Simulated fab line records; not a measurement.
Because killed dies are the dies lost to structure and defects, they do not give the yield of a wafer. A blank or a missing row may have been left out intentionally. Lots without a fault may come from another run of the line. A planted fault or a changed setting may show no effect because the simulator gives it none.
Matching of chambers || flow n5_finfet || N5_BEOL_M15_DEP_53 on pecvd-03: 3 sister chambers
The step deposits SiCN from 3MS/NH3, target thk 50 nm, time 17.8 s. 6 wafers are shown with their chamber, then 7 later ones without.

## EACH WAFER AND ITS CHAMBER
{"wafer": "L074.3", "chamber": 2, "throttle_valve_pct (%)": 16.9, "showerhead_plenum_p_Torr (Torr)": 4.178}
{"wafer": "L078.1", "chamber": 2, "throttle_valve_pct (%)": 16.9, "showerhead_plenum_p_Torr (Torr)": 4.174}
{"wafer": "L078.4", "chamber": 0, "throttle_valve_pct (%)": 19.1, "showerhead_plenum_p_Torr (Torr)": 4.153}
{"wafer": "L078.6", "chamber": 1, "throttle_valve_pct (%)": 17.8, "showerhead_plenum_p_Torr (Torr)": 4.155}
{"wafer": "L079.1", "chamber": 0, "throttle_valve_pct (%)": 18.9, "showerhead_plenum_p_Torr (Torr)": 4.149}
{"wafer": "L079.4", "chamber": 1, "throttle_valve_pct (%)": 17.8, "showerhead_plenum_p_Torr (Torr)": 4.148}

## WAFERS MISSING THEIR CHAMBER
{"wafer": "L079.6", "throttle_valve_pct (%)": 19.2, "showerhead_plenum_p_Torr (Torr)": 4.171}
{"wafer": "L092.1", "throttle_valve_pct (%)": 16.9, "showerhead_plenum_p_Torr (Torr)": 4.167}
{"wafer": "L092.2", "throttle_valve_pct (%)": 17.8, "showerhead_plenum_p_Torr (Torr)": 4.141}
{"wafer": "L092.3", "throttle_valve_pct (%)": 18.9, "showerhead_plenum_p_Torr (Torr)": 4.166}
{"wafer": "L097.3", "throttle_valve_pct (%)": 19.3, "showerhead_plenum_p_Torr (Torr)": 4.147}
{"wafer": "L097.5", "throttle_valve_pct (%)": 17.7, "showerhead_plenum_p_Torr (Torr)": 4.159}
{"wafer": "L097.6", "throttle_valve_pct (%)": 17.4, "showerhead_plenum_p_Torr (Torr)": 4.173}

## WHICH CHAMBER EACH ONE RAN IN
{"wafer": "L079.6", "from the rows above": 0, "in truth": 0}
{"wafer": "L092.1", "from the rows above": 2, "in truth": 2}
{"wafer": "L092.2", "from the rows above": 1, "in truth": 1}
{"wafer": "L092.3", "from the rows above": 0, "in truth": 0}
{"wafer": "L097.3", "from the rows above": 0, "in truth": 0}
{"wafer": "L097.5", "from the rows above": 1, "in truth": 1}
{"wafer": "L097.6", "from the rows above": "can't be placed: 2 or 1", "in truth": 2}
6 of 7 placed correctly. Can't be placed from these rows: 1 (the true chamber is among the candidates in 1). 0 placed wrongly.
How it was worked out, from the rows above alone: a wafer's distance from a chamber is the root of the sum, over the readings, of the square of ((its reading less the chamber's mean) divided by the reading's scatter). If the next closest chamber is less than 2 further off than the closest, the wafer can't be placed; otherwise it belongs to the closest. For every chamber, the mean is computed from those of its wafers that are shown. The scatter is the square root of a quotient: the sum, over the shown wafers, of each reading's squared deviation from its chamber's mean, divided by wafers minus chambers.
